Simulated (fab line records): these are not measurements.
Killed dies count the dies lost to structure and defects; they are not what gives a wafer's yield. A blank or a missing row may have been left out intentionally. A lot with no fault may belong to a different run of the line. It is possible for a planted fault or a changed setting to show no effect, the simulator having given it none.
Which tool was responsible? :: flow nand harc :: 6 lots, 18 wafers sampled, at 5 steps of a route of 1302

== WHAT EACH GAUGE READ, for each wafer ==
NHARC_END_SORT_01.
lot: L307
measured: day 25 11:32
on: prober-02
killed at array: 152 141 147

== WHAT TOOL EACH LOT RAN ON (gives the tool, then ch and the chambers of the sampled wafers, and finally the start) ==
lot: L307
NHARC_A_SLIT_ETCH_29: rie diel-10 ch 0,1, day 21 09:28
NHARC_A_SLIT_STRIP_18: rie diel-10 ch 0,1, day 21 17:19 or earlier
NHARC_A_WL_FILL_ALD_02: ald metal-02 ch 1,2,3, day 21 17:19
NHARC_A_WL_FILL_STRIP_27: plasma asher-02 ch 0,1, day 21 18:26

lot: L316
NHARC_A_SLIT_ETCH_29: rie diel-06 ch 1,2, day 25 01:30
NHARC_A_SLIT_STRIP_18: rie diel-06 ch 1,2,3, day 25 09:12 or earlier
NHARC_A_WL_FILL_ALD_02: ald metal-03 ch 0,1, day 25 09:12
NHARC_A_WL_FILL_STRIP_27: plasma asher-01 ch 0,1, day 25 10:28

lot: L318
NHARC_A_SLIT_ETCH_29: rie diel-09 ch 0,1,2, day 25 21:20
NHARC_A_SLIT_STRIP_18: rie diel-09 ch 0,1,2, day 26 04:58 or earlier
NHARC_A_WL_FILL_ALD_02: ald metal-02 ch 0,1,2, day 26 04:58
NHARC_A_WL_FILL_STRIP_27: plasma asher-01 ch 0,1, day 26 06:10

lot: L322
NHARC_A_SLIT_ETCH_29: rie diel-06 ch 0,2,3, day 27 11:12
NHARC_A_SLIT_STRIP_18: rie diel-06 ch 0,1,3, day 27 18:59 or earlier
NHARC_A_WL_FILL_ALD_02: ald metal-02 ch 1,2,3, day 27 18:59
NHARC_A_WL_FILL_STRIP_27: plasma asher-02 ch 0,1, day 27 20:10

lot: L324
NHARC_A_SLIT_ETCH_29: rie diel-06 ch 0,1,3, day 28 09:40
NHARC_A_SLIT_STRIP_18: rie diel-06 ch 1,3, day 28 17:19 or earlier
NHARC_A_WL_FILL_ALD_02: ald metal-03 ch 0,1,2, day 28 17:19
NHARC_A_WL_FILL_STRIP_27: plasma asher-02 ch 0,1, day 28 18:31

lot: L327
NHARC_A_SLIT_ETCH_29: rie diel-09 ch 1,3, day 29 19:33
NHARC_A_SLIT_STRIP_18: rie diel-09 ch 0,1, day 30 03:02 or earlier
NHARC_A_WL_FILL_ALD_02: ald metal-03 ch 0,1, day 30 03:02
NHARC_A_WL_FILL_STRIP_27: plasma asher-02 ch 0,1, day 30 04:15
- NHARC_A_SLIT_ETCH_29: etches the open film in CF4/O2, target depth 100 nm, overetch 10 nm, time 55 s.
- NHARC_A_SLIT_STRIP_18: strips in O2.
- NHARC_A_WL_FILL_ALD_02: deposits TiN, target thk 2 nm, pulse time 3 s, ald cycles 100.
- NHARC_A_WL_FILL_STRIP_27: strips in N2/H2, time 20 s.

== THE ANSWER, worked out from the rows above alone ==
Rule: the lots themselves supply what counts as usual. Put in order of their means at a reading, lots are off if they are a third of the lots or fewer, leave a main group of 4 or more, and stand apart from it by a gap of 3 or more times the standard deviation of the main group's means; of several such gaps the widest counts. A main group whose means are all the same, to the digits that the tables above print for the reading, isn't used. A lot without any number at a reading at which 4 lots or more have one is off too. Where the step has rows for the other lots, those lots are counted as sound.
No lot is off on any of the readings shown, so nothing can be concluded from this.

== WHAT WAS PUT IN BY THE SIMULATOR ==
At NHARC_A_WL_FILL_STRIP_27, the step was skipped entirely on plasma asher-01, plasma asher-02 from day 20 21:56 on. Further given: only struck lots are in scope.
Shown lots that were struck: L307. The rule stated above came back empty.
